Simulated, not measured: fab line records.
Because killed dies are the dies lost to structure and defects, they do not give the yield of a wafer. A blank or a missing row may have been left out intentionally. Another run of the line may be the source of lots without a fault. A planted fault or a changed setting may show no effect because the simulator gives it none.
A struck lot beside a sound one + flow n5-finfet + 23 out of 1938 route steps
Sound: these wafers, L591.1, L591.2, L591.6. The struck wafers were L596.1, L596.3, L596.5. The cause comes at the end.
At each step with rows: each side's tool, then ch and its chambers, then its first start. Under that, the readings that differ: sound wafers + struck wafers + difference of the means + sigmas: that difference in standard deviations of wafers without a fault.
alike: readings with means less than 2 such deviations apart, plus words and numbers identical on both sides. not compared: withheld readings, readings lacking a value on some wafer, bounds such as >300 that could conceal the same value, and numbers that have no deviation in the record and whose values overlap.
A row with sigmas, a row that says differs or no value, or rows on one side alone: a step with any of these is where the two part. Non-overlapping numbers with no deviation appear without sigmas and do not part them. A reading that every wafer of one side lacks parts them only if that side has two wafers or more.

first, 9 steps without rows for these wafers: N5_BEOL_M1_ILD_DEP_00 (deposits SiOC from DEMS/O2, target thk 79 nm, time 15.3 s); N5_BEOL_M1_PECVD_72 (deposits SiO2 from TEOS/O2, target thk 16 nm, time 18 s); N5_BEOL_M1_HM_DEP_02 (deposits TiN, target thk 20 nm); N5_BEOL_M1_COAT_61 (time 60 s, resist thk 60 nm); N5_BEOL_M1_COAT_62 (time 60 s, resist thk 12 nm); N5_BEOL_M1_COAT_73 (time 60 s, resist thk 5 nm); N5_BEOL_M1_COAT_05 (resist thk 30 nm); N5_BEOL_M1_EBR_07; N5_BEOL_M1_SOFTBAKE_06 (time 60 s).
N5_BEOL_M1_EXPOSE_08: exposes mask M1.
  sound on euv-scanner-01 ch 0, day 7 14:42; struck on euv-scanner-01 ch 0, day 8 18:21
| reading              | sound             | struck            | difference | sigmas |
|----------------------|-------------------|-------------------|------------|--------|
| exposure-dose-mJ-cm2 | 32.91 32.99 32.96 | 32.36 32.46 32.35 | -0.56      | -14    |
  alike: mask
then, 3 steps without rows for these wafers: N5_BEOL_M1_PEB_09 (peb time 60 s); N5_BEOL_M1_DEVELOP_10 (develop time 30 s); N5_BEOL_M1_DESCUM_16 (chemistry O2, time 7 s).
N5_BEOL_M1_ETCH_74: etches underlayer in N2/H2, target depth 6.5 nm, time 5.2 s.
  sound on rie-diel-01 ch 1,3, day 7 14:59; struck on rie-diel-01 ch 1,2, day 8 18:38
  alike: bias-w, drypump-motor-current-A, etch-rf-on-time-s, h2-flow-sccm, oes-product-au, rf-vpp-V, showerhead-plenum-p-Torr, throttle-valve-pct
  not compared: rf-hours-counter-h, model.BEOL_M1.cd-offset-nm
then, 5 steps without rows for these wafers: N5_BEOL_M1_ETCH_63 (etches SiARC in CF4, target depth 15.6 nm, time 26 s); N5_BEOL_M1_ETCH_64 (etches SOC in N2/H2, target depth 75 nm, overetch 15 nm, time 112.5 s); N5_BEOL_M1_STRIP_65 (strips in N2/H2); N5_BEOL_M1_STRIP_75 (strips in N2/H2); N5_BEOL_M1_STRIP_66 (strips in CF4).
N5_BEOL_M1_HM_OPEN_17: chemistry Cl2/BCl3, target TiN, target depth 20 nm, overetch 6 nm.
  sound on rie-metal-02 ch 0,1, day 7 15:12; struck on rie-metal-01 ch 0,1, day 8 18:51
| reading                         | sound          | struck  | difference | sigmas |
|---------------------------------|----------------|---------|------------|--------|
| model.BEOL_M1.cd-offset-nm (nm) | -0.2 -0.2 -0.6 | 0 0.2 0 | +0         |        |
  alike: bias-w, drypump-motor-current-A, he-backside-leak-sccm, oes-product-au, throttle-valve-pct
  not compared: rf-hours-counter-h
then, 1 step without rows for these wafers: N5_BEOL_M1_STRIP_19 (strips in O2).
-- a jump in the record: the struck wafers' starts before and after are 2 days apart (it breaks off in module BEOL_M1 and resumes in module BEOL_M4, where the first step shown is number 1111 of the route) --
N5_BEOL_M4_RC_MEAS_101:
  sound on prober-02 ch 0, day 9 22:19; struck on prober-02 ch 0, day 11 04:40
| reading        | sound             | struck            | difference | sigmas |
|----------------|-------------------|-------------------|------------|--------|
| DIBL_N (mV/V)  | 40.1 38.9 39.9    | 33.7 34.3 36.1    | -4.9       | -3     |
| DIBL_P (mV/V)  | 40.3 38.8 39.2    | 32.9 34.1 36.2    | -5.0       | -2     |
| IOFF_N (nA/um) | 0.224 0.185 0.214 | 0.126 0.144 0.171 | -0.061     | -2     |
  alike: IOFF_P, ION_N, ION_P, SS_N, SS_P, VT_N, VT_P
-- the record jumps here: 5 days lie between the struck wafers' starts before and after (it left off in module BEOL_M4 and takes up again in module PASSIVATION, whose first step shown is number 1936 of the route) --
N5_PASSIVATION_PROBE_49:
  the record has rows for the struck wafers here (prober-02, day 15 20:33) and none for the sound ones

WHERE THEY PART
Last at N5_PASSIVATION_PROBE_49 as far as this record goes, first at N5_BEOL_M1_EXPOSE_08.

WHY: the cause the simulator had injected
Process parameter drift: euv-scanner-01, from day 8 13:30 on, at N5_BEOL_M1_EXPOSE_08. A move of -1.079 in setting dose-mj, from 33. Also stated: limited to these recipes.
